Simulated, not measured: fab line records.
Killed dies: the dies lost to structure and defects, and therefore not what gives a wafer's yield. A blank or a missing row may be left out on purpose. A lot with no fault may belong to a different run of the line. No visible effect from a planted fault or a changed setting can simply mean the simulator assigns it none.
A lot that was struck, set against a sound lot -- flow n5_finfet -- 41 out of 1938 route steps
Sound: the wafers L695.1, L695.2, L695.3. Struck: wafer L713.3. (L713.6 of the same lot was not struck and is left out.) The cause comes at the end.
Per side, at each step with rows, come the tool, then ch with its chambers, and then its first start. Under that, the readings that differ: sound wafers -- struck wafers -- difference of the means -- sigmas: that difference in standard deviations of wafers without a fault.
alike: a reading whose means differ by less than 2 such deviations, as well as words and numbers matching on both sides. not compared: withheld readings; readings where some wafer has no value; bounds like >300 that might hide an equal value; numbers whose values overlap and for which the record gives no deviation.
Wherever a step has rows on one side only, a row that says differs or no value, or a row with sigmas, the two part there. Numbers that have no deviation but don't overlap get no sigmas and don't part them. A reading missing from all wafers of one side parts the sides only when that side holds two or more wafers.

first, 11 steps without rows for these wafers: N5_GATE_CUT_ETCHBACK_00 (etches W in SF6/Cl2); N5_GATE_CUT_ETCH_56 (etches TiN in Cl2/Ar, target depth 21.6 nm); N5_GATE_CUT_ETCHBACK_30 (etches TiN in Cl2/Ar, target depth 3 nm); N5_GATE_CUT_VAPOR_ETCH_60 (etches HfO2 in BCl3/Cl2); N5_GATE_CUT_ETCH_58 (etches SiNx in CH3F/O2, target depth 17 nm, time 128.6 s); N5_GATE_CUT_STRIP_59 (strips in N2/H2, time 20 s); N5_GATE_CUT_PRECLEAN_31 (cleans in DIW, time 300 s); N5_GATE_CUT_SRD_32 (time 30 s); N5_GATE_CUT_SAC_CAP_01 (material SiNx, target thk 24 nm, pulse time 1 s, ald cycles 480); N5_GATE_CUT_PECVD_57 (deposits SiNx from SiH4/NH3/N2, target thk 21 nm); N5_GATE_CUT_CMP_02 (polishes, stops on SiO2, t overpolish 12.7 s, target thk 0 nm).
N5_GATE_CUT_HM_DEP_46: deposits SiO2 from TEOS/O2, target thk 130 nm, time 26.6 s.
  sound on pecvd-02 ch 0,1,2, day 5 04:12; struck on pecvd-02 ch 1, day 9 10:38
reading,sound,struck,difference,sigmas
model.SiO2_of_GATE_CUT_HM_DEP_46.thk_nm (nm),128.2 129.6 130,139.8,+10.5,
  alike: heater_power_w, showerhead_plenum_p_Torr, throttle_valve_pct
then, 15 steps without rows for these wafers: N5_GATE_CUT_COAT_34 (time 60 s, resist thk 60 nm); N5_GATE_CUT_COAT_35 (time 60 s, resist thk 10 nm); N5_GATE_CUT_COAT_27 (time 60 s, resist thk 10 nm); N5_GATE_CUT_COAT_07 (resist thk 30 nm); N5_GATE_CUT_EBR_09; N5_GATE_CUT_SOFTBAKE_08 (time 60 s); N5_GATE_CUT_EXPOSE_10 (exposes mask GATE CUT, target cd 20 nm); N5_GATE_CUT_PEB_11 (peb time 60 s); N5_GATE_CUT_DEVELOP_12 (develop time 30 s); N5_GATE_CUT_DESCUM_18 (chemistry O2, time 7 s); N5_GATE_CUT_ETCH_28 (etches underlayer in N2/H2, target depth 13 nm, time 10.4 s); N5_GATE_CUT_ETCH_36 (etches SiARC in CF4, target depth 13 nm, time 21.7 s); N5_GATE_CUT_ETCH_37 (etches SOC in N2/H2, target depth 60 nm, overetch 12 nm, time 90 s); N5_GATE_CUT_STRIP_38 (strips in N2/H2); N5_GATE_CUT_STRIP_39 (strips in N2/H2).
N5_GATE_CUT_HM_OPEN_40: chemistry C4F6/O2, target SiO2, target depth 139 nm, time 85.1 s.
  sound on rie_diel-05 ch 0,1,2, day 5 04:55; struck on rie_diel-06 ch 2, day 9 11:23
reading,sound,struck,difference,sigmas
etch_rf_on_time_s (s),92.1 93.6 94.0,100.5,+7.3,+4
model.etch.depth_nm (nm),128.2 129.5 130,139.9,+10.7,
model.SOC_of_GATE_CUT_COAT_34.thk_nm (nm),33 33 33,31.2,-1.8,
  alike: drypump_motor_current_A, oes_o_777_au, oes_product_au, rf_vpp_V, showerhead_plenum_p_Torr, throttle_valve_pct
  not compared: rf_hours_counter_h
then, 10 steps without rows for these wafers: N5_GATE_CUT_STRIP_41 (strips in CF4); N5_GATE_CUT_STRIP_42 (strips in O2); N5_GATE_CUT_ETCH_19 (etches SiNx in CH3F/O2, target depth 53.7 nm, time 76.7 s); N5_GATE_CUT_CUT_ETCH_53 (etches W in SF6/Cl2, target depth 79.2 nm); N5_GATE_CUT_CUT_ETCH_54 (etches TiN in Cl2/BCl3, target depth 96.7 nm); N5_GATE_CUT_CUT_ETCH_55 (etches HfO2 in BCl3, target depth 3.2 nm); N5_GATE_CUT_ETCH_47 (etches SiO2 in Cl2/BCl3, target depth 10 nm); N5_GATE_CUT_VAPOR_ETCH_48 (etches TiN in BCl3/Cl2); N5_GATE_CUT_VAPOR_ETCH_49 (etches TiAlC in BCl3/Cl2); N5_GATE_CUT_VAPOR_ETCH_51 (etches HfO2 in BCl3/Cl2).
N5_GATE_CUT_THK_MEAS_24:
  struck on film_metro-01, day 9 14:07; sound on film_metro-02, day 5 07:22
reading,sound,struck,difference,sigmas
GC_FILL_THK (nm),217.4 218.4 219.5,229.5,+11.1,+6
N5_GATE_CUT_CMP_43: polishes SiO2.
  sound on cmp-01 ch 0,1,2, day 5 07:24; struck on cmp-04 ch 1, day 9 14:13
reading,sound,struck,difference,sigmas
model.SiO2_of_GATE_CUT_HM_DEP_46.thk_nm (nm),5 5 5,5.4,+0.4,
  alike: edge_zone_pressure_frac, motor_current_A, slurry_filter_dp_kPa
-- record jumps: 3 days separate the struck wafers' starts on either side; left off in module GATE_CUT, taken up again in module BEOL_M4, whose first shown step is the route's number 1111 --
N5_BEOL_M4_RC_MEAS_101:
  sound on prober-02 ch 0, day 8 11:58; struck on prober-01 ch 0, day 13 00:41
  alike: DIBL_N, DIBL_P, IOFF_N, IOFF_P, ION_N, ION_P, SS_N, SS_P, VT_N, VT_P

## WHERE THEY PART
Last at N5_GATE_CUT_THK_MEAS_24 as far as this record goes, first at N5_GATE_CUT_HM_OPEN_40. Later steps at which nothing parts them and some readings are alike: N5_GATE_CUT_CMP_43, N5_BEOL_M4_RC_MEAS_101.

WHY: what the simulator had put in
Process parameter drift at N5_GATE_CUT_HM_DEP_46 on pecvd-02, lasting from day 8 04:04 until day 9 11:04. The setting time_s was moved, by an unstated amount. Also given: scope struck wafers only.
